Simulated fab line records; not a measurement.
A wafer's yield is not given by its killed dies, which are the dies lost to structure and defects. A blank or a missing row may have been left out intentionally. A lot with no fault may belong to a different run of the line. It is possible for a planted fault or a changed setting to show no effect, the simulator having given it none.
Which of the tools did it?	flow n5 finfet	Sampling: 24 lots, 72 wafers, 6 of 1938 route steps

## WHAT THE GAUGES READ, wafer by wafer
N5_SD_EPI_P_CD_MEAS_09: the cd target is 240 nm.
lot	measured	on	cd nm (nm)
L074	day 3 05:40	cd sem-03	239.6 239.5 238.8
L075	day 3 11:11	cd sem-03	240.2 240.6 240.3
L076	day 3 18:42	cd sem-01	239.3 240.1 239.0
L077	day 4 00:46	cd sem-01	239.7 240.4 239.4
L078	day 4 03:34	cd sem-02	240.6 241.2 241.0
L079	day 4 11:47	cd sem-01	240.3 240.0 241.1
L080	day 4 16:47	cd sem-01	240.1 240.6 240.3
L081	day 4 23:22	cd sem-03	241.0 241.6 241.2
L082	day 5 09:18	cd sem-03	241.6 240.5 240.7
L083	day 5 14:04	cd sem-01	239.7 239.9 240.3
L084	day 5 17:36	cd sem-01	240.7 240.3 240.6
L086	day 6 05:51	cd sem-01	239.6 240.4 239.9
L085	day 6 08:28	cd sem-01	241.2 241.1 240.5
L087	day 6 15:11	cd sem-02	240.0 240.5 239.2
L088	day 6 17:26	cd sem-03	239.3 239.9 239.9
L089	day 6 22:22	cd sem-03	240.6 240.5 239.5
L090	day 7 06:49	cd sem-01	239.0 239.2 238.9
L091	day 7 11:47	cd sem-02	239.1 239.2 239.2
L092	day 7 19:08	cd sem-01	239.8 240.1 240.1
L093	day 7 23:56	cd sem-01	240.9 239.6 240.3
L094	day 8 04:19	cd sem-03	239.6 240.5 240.4
L095	day 8 11:44	cd sem-03	239.0 239.6 240.1
L096	day 8 20:17	cd sem-01	239.8 239.5 239.6
L097	day 9 00:35	cd sem-01	239.7 239.7 238.7

N5_SDB_OVL_MEAS_12.
lot	measured	on	SDB_OVL (nm)
L074	day 3 16:53	overlay-01	0.0 -1.0 -1.1
L075	day 3 23:09	overlay-01	0.0 -1.2 0.0
L076	day 4 06:07	overlay-01	-0.6 0.2 0.0
L077	day 4 12:21	overlay-02	-0.9 -0.5 -0.8
L078	day 4 14:57	overlay-02	0.2 -1.0 0.2
L079	day 4 23:42	overlay-02	0.3 1.8 -0.5
L080	day 5 04:59	overlay-01	0.9 0.7 0.8
L081	day 5 10:43	overlay-02	-1.1 0.1 -0.6
L082	day 5 20:50	overlay-01	0.3 -0.9 0.1
L083	day 6 01:46	overlay-02	0.7 0.8 -0.3
L084	day 6 04:52	overlay-01	-0.7 -0.4 0.4
L086	day 6 17:19	overlay-02	-0.8 0.1 -0.6
L085	day 6 20:46	overlay-02	-0.2 0.1 -0.4
L087	day 7 03:47	overlay-01	0.5 0.8 1.1
L088	day 7 04:40	overlay-01	-0.5 0.1 0.6
L089	day 7 11:34	overlay-02	0.1 0.0 0.0
L090	day 7 19:22	overlay-01	-1.7 0.2 -0.5
L091	day 8 00:48	overlay-02	0.0 -1.1 -0.3
L092	day 8 07:19	overlay-02	0.4 0.3 0.2
L093	day 8 12:34	overlay-02	-1.0 0.1 0.3
L094	day 8 16:28	overlay-01	-1.0 -0.9 -0.7
L095	day 9 01:44	overlay-01	-0.7 0.4 -0.6
L096	day 9 08:26	overlay-02	0.6 0.8 -0.2
L097	day 9 12:56	overlay-02	0.1 0.3 0.6

N5_SDB_THK_MEAS_31.
lot	measured	on	SDB_THK (nm)
L074	day 3 21:15	film metro-02	65.6 65.9 66.5
L075	day 4 05:03	film metro-01	64.3 65.0 65.3
L076	day 4 11:35	film metro-02	63.5 64.8 65.2
L077	day 4 16:17	film metro-01	62.8 65.1 63.7
L078	day 4 18:59	film metro-02	66.4 64.5 64.0
L079	day 5 03:53	film metro-01	64.1 65.7 64.3
L080	day 5 09:09	film metro-01	63.7 63.5 64.3
L081	day 5 15:31	film metro-01	63.1 63.9 62.7
L082	day 6 00:58	film metro-02	64.4 63.0 63.7
L083	day 6 08:13	film metro-02	64.0 65.7 63.7
L084	day 6 10:26	film metro-02	64.6 63.7 65.9
L086	day 6 21:23	film metro-01	64.0 64.7 64.5
L085	day 7 00:40	film metro-02	64.7 63.4 63.1
L087	day 7 07:41	film metro-02	62.6 63.5 63.0
L088	day 7 08:44	film metro-02	63.8 63.5 65.3
L089	day 7 15:55	film metro-02	64.5 65.8 65.8
L090	day 7 23:32	film metro-02	64.5 65.8 65.1
L091	day 8 04:47	film metro-02	65.1 62.8 63.7
L092	day 8 11:29	film metro-02	65.6 66.7 64.8
L093	day 8 18:42	film metro-01	65.3 65.3 64.1
L094	day 8 23:01	film metro-01	65.7 65.2 64.1
L095	day 9 05:49	film metro-01	66.9 65.9 65.3
L096	day 9 12:42	film metro-01	64.4 67.3 65.1
L097	day 9 16:52	film metro-02	64.7 67.4 66.3

## WHICH TOOL RAN EACH LOT (tool, then ch and the chambers of the sampled wafers, then the start)
lot	N5_SD_EPI_N_ETCH_45	N5_ILD0_LINER_00	N5_ILD0_ALD_15
L074	rie diel-01 ch 0,1,2, day 3 01:46	ald sin-01 ch 1,2,3, day 3 10:16	ald sin-02 ch 0,1,3, day 3 13:59
L075	rie diel-04 ch 1,2, day 3 07:23	ald sin-02 ch 0,2,3, day 3 16:09	ald sin-02 ch 1,2,3, day 3 20:07
L076	rie diel-02 ch 0,2, day 3 14:47	ald sin-02 ch 2,3, day 3 23:22	ald sin-03 ch 0,3, day 4 03:13
L077	rie diel-04 ch 0,1, day 3 21:04	ald sin-01 ch 1,2,3, day 4 05:28	ald sin-02 ch 0,1, day 4 09:21
L078	rie diel-04 ch 0,1,2, day 3 23:43	ald sin-02 ch 0,3, day 4 08:10	ald sin-03 ch 2,3, day 4 11:53
L079	rie diel-04 ch 1,2,3, day 4 06:58	ald sin-01 ch 0,1,2, day 4 16:27	ald sin-01 ch 1,2,3, day 4 20:40
L080	rie diel-01 ch 0,2,3, day 4 12:55	ald sin-02 ch 0,3, day 4 22:00	ald sin-01 ch 2,3, day 5 01:56
L081	rie diel-01 ch 1,2, day 4 19:32	ald sin-03 ch 0,1,3, day 5 04:03	ald sin-03 ch 0,1,2, day 5 07:49
L082	rie diel-02 ch 0,2,3, day 5 05:08	ald sin-02 ch 0,1,3, day 5 13:53	ald sin-02 ch 0,3, day 5 17:47
L083	rie diel-02 ch 2,3, day 5 10:14	ald sin-01 ch 1,3, day 5 18:55	ald sin-02 ch 2,3, day 5 22:43
L084	rie diel-01 ch 0,1,3, day 5 13:46	ald sin-02 ch 0,1,2, day 5 22:13	ald sin-01 ch 0,1,3, day 6 01:55
L086	rie diel-01 ch 0,2,3, day 6 01:17	ald sin-02 ch 0,2,3, day 6 10:28	ald sin-02 ch 0,1,3, day 6 14:23
L085	rie diel-02 ch 0,1,2, day 6 03:53	ald sin-01 ch 0,1,3, day 6 14:01	ald sin-03 ch 0,2,3, day 6 17:43
L087	rie diel-01 ch 0,2,3, day 6 09:35	ald sin-01 ch 0,2,3, day 6 21:03	ald sin-03 ch 1,2,3, day 7 01:50
L088	rie diel-01 ch 0,2, day 6 13:35	ald sin-01 ch 1,3, day 6 22:03	ald sin-02 ch 0,1,2, day 7 01:45
L089	rie diel-01 ch 0,2, day 6 18:20	ald sin-02 ch 2,3, day 7 04:57	ald sin-01 ch 0,2, day 7 08:39
L090	rie diel-04 ch 0,2,3, day 7 02:13	ald sin-02 ch 1,2,3, day 7 12:42	ald sin-01 ch 2,3, day 7 16:27
L091	rie diel-02 ch 0,2, day 7 07:59	ald sin-03 ch 0,1,3, day 7 17:31	ald sin-01 ch 0,1,3, day 7 21:39
L092	rie diel-01 ch 0,1, day 7 14:34	ald sin-02 ch 0,1,2, day 8 00:42	ald sin-01 ch 0,1,3, day 8 04:24
L093	rie diel-04 ch 0,2,3, day 7 20:11	ald sin-03 ch 1,2,3, day 8 05:23	ald sin-01 ch 0,1,3, day 8 09:39
L094	rie diel-01 ch 0,1,3, day 8 00:32	ald sin-01 ch 1,2,3, day 8 09:16	ald sin-03 ch 0,1,3, day 8 13:26
L095	rie diel-04 ch 0,1,2, day 8 05:39	ald sin-03 ch 1,2, day 8 18:55	ald sin-01 ch 0,3, day 8 22:41
L096	rie diel-01 ch 1,2,3, day 8 15:54	ald sin-01 ch 0,2,3, day 9 01:45	ald sin-01 ch 0,1,2, day 9 05:29
L097	rie diel-04 ch 1,2,3, day 8 20:03	ald sin-03 ch 1,3, day 9 05:56	ald sin-02 ch 0,2,3, day 9 09:59
- N5_SD_EPI_N_ETCH_45: etches SiOCN in CH3F/O2, target depth 6 nm.
- N5_ILD0_LINER_00: material SiNx, target thk 4 nm, pulse time 1 s, purge time 2 s.
- N5_ILD0_ALD_15: deposits SiNx, target thk 24 nm, pulse time 1 s, ald cycles 480.

## WHAT THE TOOLS THEMSELVES READ (means of the sampled wafers that have a number; where no wafer has one, the mark that the record gives instead)
N5_SD_EPI_N_ETCH_45.
lot	tool	drypump motor current A (A)	oes product au (a.u.)	rf vpp V (V)	showerhead plenum p Torr (Torr)	throttle valve pct (%)
L074	rie diel-01	6.0	0.72	127.8	2.01	23.39
L075	rie diel-04	5.8	0.76	128.0	2.03	23.46
L076	rie diel-02	5.9	0.79	127.0	2.01	23.25
L077	rie diel-04	6.4	0.81	127.0	1.98	23.16
L078	rie diel-04	6.0	0.74	128.5	2.02	23.29
L079	rie diel-04	5.7	0.76	126.7	2.00	23.48
L080	rie diel-01	6.0	0.76	128.2	1.99	23.50
L081	rie diel-01	6.0	0.70	127.9	2.05	23.40
L082	rie diel-02	5.8	0.77	127.5	2.03	23.22
L083	rie diel-02	5.7	0.76	127.9	2.05	23.20
L084	rie diel-01	5.8	0.74	127.4	1.99	23.58
L086	rie diel-01	6.0	0.75	126.5	1.99	23.52
L085	rie diel-02	6.1	0.84	127.5	2.02	23.27
L087	rie diel-01	6.0	0.75	127.9	1.99	23.53
L088	rie diel-01	6.3	0.70	127.0	2.00	23.38
L089	rie diel-01	6.1	0.71	127.4	1.94	23.48
L090	rie diel-04	5.5	0.78	127.8	2.02	23.35
L091	rie diel-02	5.9	0.77	127.4	2.00	23.29
L092	rie diel-01	5.9	0.80	127.2	1.94	23.50
L093	rie diel-04	5.5	0.78	127.3	2.02	23.36
L094	rie diel-01	5.8	0.83	127.4	1.98	23.56
L095	rie diel-04	6.0	0.81	127.9	2.01	23.22
L096	rie diel-01	6.0	0.90	127.6	2.03	23.38
L097	rie diel-04	5.7	0.73	127.3	1.99	23.52

N5_ILD0_LINER_00.
lot	tool	heater power w (W)	precursor pulse height rel	susceptor temp C (C)
L074	ald sin-01	818	0.999	399.92
L075	ald sin-02	806	0.993	400.04
L076	ald sin-02	745	1.007	399.97
L077	ald sin-01	806	0.999	399.81
L078	ald sin-02	808	1.011	399.93
L079	ald sin-01	795	0.992	400.21
L080	ald sin-02	887	0.998	399.88
L081	ald sin-03	791	0.997	399.75
L082	ald sin-02	794	1.014	399.71
L083	ald sin-01	703	1.002	399.95
L084	ald sin-02	794	0.998	400.08
L086	ald sin-02	810	1.006	400.04
L085	ald sin-01	710	0.993	399.86
L087	ald sin-01	798	1.008	400.03
L088	ald sin-01	714	0.995	400.14
L089	ald sin-02	733	0.993	400.21
L090	ald sin-02	739	1.017	400.01
L091	ald sin-03	794	1.004	399.82
L092	ald sin-02	804	1.005	400.06
L093	ald sin-03	826	0.998	399.97
L094	ald sin-01	805	0.988	399.93
L095	ald sin-03	851	1.012	399.71
L096	ald sin-01	829	0.994	399.78
L097	ald sin-03	844	0.999	399.91

N5_ILD0_ALD_15.
lot	tool	heater power w (W)	precursor pulse height rel	susceptor temp C (C)
L074	ald sin-02	794	0.992	399.91
L075	ald sin-02	721	0.994	400.05
L076	ald sin-03	775	1.010	399.81
L077	ald sin-02	859	0.995	400.25
L078	ald sin-03	796	1.012	399.68
L079	ald sin-01	816	1.008	400.22
L080	ald sin-01	907	1.004	400.06
L081	ald sin-03	811	0.973	400.23
L082	ald sin-02	890	1.009	399.91
L083	ald sin-02	739	0.996	400.08
L084	ald sin-01	711	0.994	400.05
L086	ald sin-02	807	0.997	400.07
L085	ald sin-03	770	1.012	399.93
L087	ald sin-03	816	0.996	399.90
L088	ald sin-02	800	0.994	399.60
L089	ald sin-01	810	0.996	400.06
L090	ald sin-01	813	1.006	400.42
L091	ald sin-01	721	0.980	399.79
L092	ald sin-01	706	0.996	399.99
L093	ald sin-01	722	0.999	400.05
L094	ald sin-03	793	1.008	400.01
L095	ald sin-01	727	0.992	399.99
L096	ald sin-01	815	0.992	400.09
L097	ald sin-02	817	0.996	399.85

## THE ANSWER, worked out from the rows above alone
Rule: usual is defined by the lots themselves. Put in order of their means at a reading, lots are off if they are a third of the lots or fewer, leave a main group of 4 or more, and stand apart from it by a gap of 3 or more times the standard deviation of the main group's means; of several such gaps the widest counts. A main group whose means are all the same, to the digits that the tables above print for the reading, isn't used. Also off: a lot with no number at a reading for which 4 or more lots have one. The other lots that the step has rows for count as sound. First the gauges in route order, then the tools' own readings, where a lot's mean is used as printed above. At the first step where some lot is off, the reading lying furthest off is the one used; lots without a number count as furthest.
No lot is off at any reading shown: from this, nothing can be told.

## WHAT THE SIMULATOR PUT IN
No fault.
